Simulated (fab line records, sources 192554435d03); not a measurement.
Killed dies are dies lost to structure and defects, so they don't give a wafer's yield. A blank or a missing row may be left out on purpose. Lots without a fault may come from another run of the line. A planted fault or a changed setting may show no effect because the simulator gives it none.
Which tool did it? | flow n5_finfet | 9 lots, 27 wafers sampled, at 6 steps of a route of 1938

WHAT THE GAUGES READ, wafer by wafer
N5_STI_FIN_REVEAL_FIN_H_MEAS_10. Usual: trench_depth_nm 52.1 nm, standard deviation 0.65.
lot  | measured    | on     | trench_depth_nm (nm) | flag
L114 | day 4 00:56 | ocd-01 | 51.6 51.7 51.8       |
L115 | day 4 11:20 | ocd-02 | 52.8 51.0 53.1       |
L117 | day 4 19:53 | ocd-01 | 52.2 52.0 52.1       |
L119 | day 5 07:13 | ocd-01 | 52.7 52.2 51.7       |
L121 | day 5 20:18 | ocd-02 | 46.0 53.2 45.9       | OFF
L123 | day 6 08:58 | ocd-02 | 45.3 52.0 45.1       | OFF
L127 | day 7 06:50 | ocd-01 | 52.4 51.2 52.3       |
L128 | day 7 14:23 | ocd-02 | 53.2 51.7 52.7       |
L131 | day 8 07:31 | ocd-01 | 52.4 51.7 51.4       |

N5_BEOL_M4_RC_MEAS_101. Usual: DIBL_N 36.0 mV/V, standard deviation 1.7; DIBL_P 36.0 mV/V, standard deviation 2; IOFF_N 0.156 nA/um, standard deviation 0.028; IOFF_P 0.21 nA/um, standard deviation 0.04; ION_N 673 uA/um, standard deviation 12; ION_P 463 uA/um, standard deviation 8.3; SS_N 71.4 mV/dec, standard deviation 0.6; SS_P 73.3 mV/dec, standard deviation 0.66; VT_N 250 mV, standard deviation 3; VT_P -250 mV, standard deviation 3.8.
lot  | measured     | on        | DIBL_N (mV/V)  | DIBL_P (mV/V)  | IOFF_N (nA/um)    | IOFF_P (nA/um) | ION_N (uA/um) | ION_P (uA/um) | SS_N (mV/dec)  | SS_P (mV/dec)  | VT_N (mV)   | VT_P (mV)      | flag
L114 | day 9 11:20  | prober-02 | 39.3 36.9 38.1 | 39.6 36.2 36.6 | 0.205 0.154 0.160 | 0.27 0.21 0.21 | 676 662 662   | 471 456 455   | 72.0 71.2 71.5 | 75.0 74.1 74.0 | 248 254 254 | -247 -253 -254 |
L115 | day 9 17:29  | prober-01 | 36.7 38.2 37.4 | 35.6 37.2 36.1 | 0.160 0.192 0.167 | 0.20 0.23 0.21 | 682 669 680   | 462 458 463   | 72.3 71.8 71.4 | 72.7 73.3 73.8 | 249 245 247 | -252 -249 -249 |
L117 | day 10 00:16 | prober-02 | 37.0 36.4 36.6 | 36.3 35.2 36.0 | 0.172 0.160 0.163 | 0.20 0.18 0.19 | 684 684 682   | 466 468 461   | 72.0 71.0 71.5 | 73.8 73.5 73.7 | 248 248 251 | -253 -253 -253 |
L119 | day 10 20:08 | prober-01 | 39.2 32.8 35.6 | 38.8 30.8 34.7 | 0.220 0.107 0.146 | 0.28 0.16 0.21 | 699 658 670   | 477 465 463   | 72.1 70.5 71.4 | 74.7 72.3 73.2 | 243 254 252 | -247 -252 -252 |
L121 | day 11 03:14 | prober-01 | 36.4 34.0 35.7 | 37.6 35.2 37.5 | 0.171 0.133 0.155 | 0.28 0.25 0.28 | 694 680 688   | 480 485 480   | 71.3 70.9 71.4 | 73.8 73.3 74.7 | 248 249 248 | -240 -243 -244 |
L123 | day 11 14:01 | prober-02 | 38.0 36.2 33.9 | 39.2 36.7 34.5 | 0.202 0.174 0.133 | 0.22 0.19 0.16 | 691 681 667   | 464 458 457   | 72.0 71.3 70.4 | 74.4 73.9 73.4 | 245 248 251 | -251 -252 -256 |
L127 | day 13 01:37 | prober-02 | 34.4 35.9 34.5 | 34.3 36.0 33.9 | 0.118 0.145 0.125 | 0.18 0.21 0.18 | 667 662 662   | 462 456 463   | 70.8 71.1 71.1 | 72.6 73.1 72.5 | 256 250 252 | -251 -251 -252 |
L128 | day 13 12:47 | prober-01 | 38.1 37.2 38.8 | 38.5 36.4 38.3 | 0.208 0.179 0.202 | 0.24 0.20 0.25 | 692 673 686   | 468 455 466   | 71.7 71.9 72.1 | 73.9 73.5 74.6 | 247 249 246 | -249 -254 -250 |
L131 | day 14 00:35 | prober-02 | 36.8 36.1 36.3 | 37.8 37.0 36.7 | 0.184 0.167 0.166 | 0.23 0.21 0.21 | 694 684 680   | 471 464 459   | 71.0 71.1 71.8 | 73.2 72.9 73.4 | 246 248 247 | -249 -251 -253 |

WHICH TOOL RAN EACH LOT (tool, then ch and the chambers of the sampled wafers, then the start)
lot  | N5_STI_FIN_REVEAL_ALD_14         | N5_STI_FIN_REVEAL_DENSIFY_30    | N5_STI_FIN_REVEAL_RECESS_09       | N5_STI_FIN_REVEAL_ETCH_34
L114 | ald_sin-04 ch 0,2,3, day 3 16:19 | rtp_anneal-02 ch 0, day 3 21:40 | vapor_etch-01 ch 0,1, day 3 22:14 | rie_si-02 ch 0,1,3, day 4 00:20
L115 | ald_sin-03 ch 1,2,3, day 4 02:16 | rtp_anneal-02 ch 0, day 4 07:37 | vapor_etch-02 ch 0, day 4 08:05   | rie_si-05 ch 0,1, day 4 10:43
L117 | ald_sin-02 ch 0,2,3, day 4 10:49 | rtp_anneal-02 ch 0, day 4 16:11 | vapor_etch-02 ch 0,1, day 4 16:39 | rie_si-04 ch 0,1,2, day 4 19:16
L119 | ald_sin-03 ch 0,2, day 4 22:40   | rtp_anneal-01 ch 0, day 5 04:04 | vapor_etch-02 ch 0,1, day 5 04:31 | rie_si-04 ch 0,1,3, day 5 06:37
L121 | ald_sin-04 ch 1,2, day 5 11:37   | rtp_anneal-02 ch 0, day 5 17:04 | vapor_etch-02 ch 0,1, day 5 18:05 | rie_si-05 ch 0,2,3, day 5 19:41
L123 | ald_sin-04 ch 0,1,2, day 5 23:49 | rtp_anneal-02 ch 0, day 6 05:10 | vapor_etch-02 ch 0,1, day 6 05:39 | rie_si-02 ch 0,1,2, day 6 07:44
L127 | ald_sin-02 ch 2,3, day 6 21:53   | rtp_anneal-02 ch 0, day 7 03:30 | vapor_etch-01 ch 0,1, day 7 04:06 | rie_si-04 ch 0,1, day 7 06:12
L128 | ald_sin-04 ch 0,3, day 7 05:21   | rtp_anneal-02 ch 0, day 7 10:58 | vapor_etch-01 ch 0, day 7 11:26   | rie_si-05 ch 1,2,3, day 7 13:46
L131 | ald_sin-04 ch 0,2,3, day 7 22:58 | rtp_anneal-02 ch 0, day 8 04:20 | vapor_etch-01 ch 0,1, day 8 04:50 | rie_si-04 ch 0,2,3, day 8 06:55
- N5_STI_FIN_REVEAL_ALD_14: deposits Si3N4, target thk 3 nm.
- N5_STI_FIN_REVEAL_DENSIFY_30
- N5_STI_FIN_REVEAL_RECESS_09: chemistry HF/NH3, target SiO2, afs cycles 11, target depth 42.5 nm, sublimation time 60 s.
- N5_STI_FIN_REVEAL_ETCH_34: etches Si in H2, material Si, target depth 0.97 nm.

WHAT THE TOOLS THEMSELVES READ (means of the sampled wafers that have a number; where no wafer has one, the mark that the record gives instead)
N5_STI_FIN_REVEAL_ALD_14. Usual: chamber_pressure_Torr 2.000 Torr, standard deviation 0.0044; heater_power_w 823 W, standard deviation 90.
lot  | tool       | chamber_pressure_Torr (Torr) | heater_power_w (W) | flag
L114 | ald_sin-04 | 2.002                        | 789                |
L115 | ald_sin-03 | 2.004                        | 827                |
L117 | ald_sin-02 | 2.001                        | 808                |
L119 | ald_sin-03 | 1.998                        | 695                |
L121 | ald_sin-04 | 1.999                        | 829                |
L123 | ald_sin-04 | 2.001                        | 807                |
L127 | ald_sin-02 | 2.001                        | 769                |
L128 | ald_sin-04 | 1.999                        | 833                |
L131 | ald_sin-04 | 2.001                        | 800                |

N5_STI_FIN_REVEAL_DENSIFY_30. Usual: lamp_power_pct 11.54 %, standard deviation 0.05; lamp_zone_1_pct 11.527 %, standard deviation 0.019; lamp_zone_5_pct 11.535 %, standard deviation 0.019.
lot  | tool          | lamp_power_pct (%) | lamp_zone_1_pct (%) | lamp_zone_5_pct (%) | flag
L114 | rtp_anneal-02 | 11.57              | 11.540              | 11.538              |
L115 | rtp_anneal-02 | 11.56              | 11.529              | 11.527              |
L117 | rtp_anneal-02 | 11.55              | 11.540              | 11.543              |
L119 | rtp_anneal-01 | 11.58              | 11.526              | 11.508              |
L121 | rtp_anneal-02 | 11.60              | 11.511              | 11.528              |
L123 | rtp_anneal-02 | 11.50              | 11.534              | 11.547              |
L127 | rtp_anneal-02 | 11.51              | 11.515              | 11.547              |
L128 | rtp_anneal-02 | 11.54              | 11.520              | 11.546              |
L131 | rtp_anneal-02 | 11.54              | 11.518              | 11.555              |

N5_STI_FIN_REVEAL_RECESS_09. Usual: drypump_motor_current_A 5.8 A, standard deviation 0.52.
lot  | tool          | drypump_motor_current_A (A) | flag
L114 | vapor_etch-01 | 5.7                         |
L115 | vapor_etch-02 | 6.3                         |
L117 | vapor_etch-02 | 6.2                         |
L119 | vapor_etch-02 | 6.2                         |
L121 | vapor_etch-02 | 6.2                         |
L123 | vapor_etch-02 | 6.2                         |
L127 | vapor_etch-01 | 5.7                         |
L128 | vapor_etch-01 | 6.0                         |
L131 | vapor_etch-01 | 5.6                         |

N5_STI_FIN_REVEAL_ETCH_34. Usual: drypump_motor_current_A 5.6 A, standard deviation 0.61; oes_product_au 1.003 a.u., standard deviation 0.017; throttle_valve_pct 25.8 %, standard deviation 0.31.
lot  | tool      | drypump_motor_current_A (A) | oes_product_au (a.u.) | throttle_valve_pct (%) | flag
L114 | rie_si-02 | 5.3                         | 1.002                 | 26.0                   |
L115 | rie_si-05 | 4.9                         | 1.021                 | 26.0                   |
L117 | rie_si-04 | 6.0                         | 0.997                 | 25.5                   |
L119 | rie_si-04 | 5.6                         | 1.003                 | 25.7                   |
L121 | rie_si-05 | 5.6                         | 1.007                 | 25.9                   |
L123 | rie_si-02 | 5.5                         | 1.007                 | 25.9                   |
L127 | rie_si-04 | 5.7                         | 1.004                 | 25.5                   |
L128 | rie_si-05 | 5.6                         | 1.004                 | 26.1                   |
L131 | rie_si-04 | 5.8                         | 0.983                 | 25.7                   |

THE ANSWER, worked out from the rows above alone
Rule: a lot is off if the mean of its wafers that have a number lies more than 3 standard deviations from the usual mean. A lot without any number at a reading at which 4 lots or more have one is off too. The other lots that the step has rows for count as sound. The gauges are gone through in route order, then the tools' own readings, and for those a lot's mean is taken as printed above. The first step at which some lot is off is used, and at that step the reading that is off furthest; a lot without a number counts as furthest.
Off: L121, L123, at N5_STI_FIN_REVEAL_FIN_H_MEAS_10 (trench_depth_nm).
A tool fits if, at a process step before that reading, it ran every lot that is off, and no sound lot after the first of them. The gauges at N5_STI_FIN_REVEAL_FIN_H_MEAS_10 are tried like those tools. One fits: vapor_etch-02 at N5_STI_FIN_REVEAL_RECESS_09. Its last sound lot is L119 (day 5 04:31), its first lot that is off L121 (day 5 18:05): a fault that began between those two fits.

WHAT THE SIMULATOR HAD PUT IN
Process parameter drift: vapor_etch-02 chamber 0, from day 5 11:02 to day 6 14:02, at N5_STI_FIN_REVEAL_RECESS_09. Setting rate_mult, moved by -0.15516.
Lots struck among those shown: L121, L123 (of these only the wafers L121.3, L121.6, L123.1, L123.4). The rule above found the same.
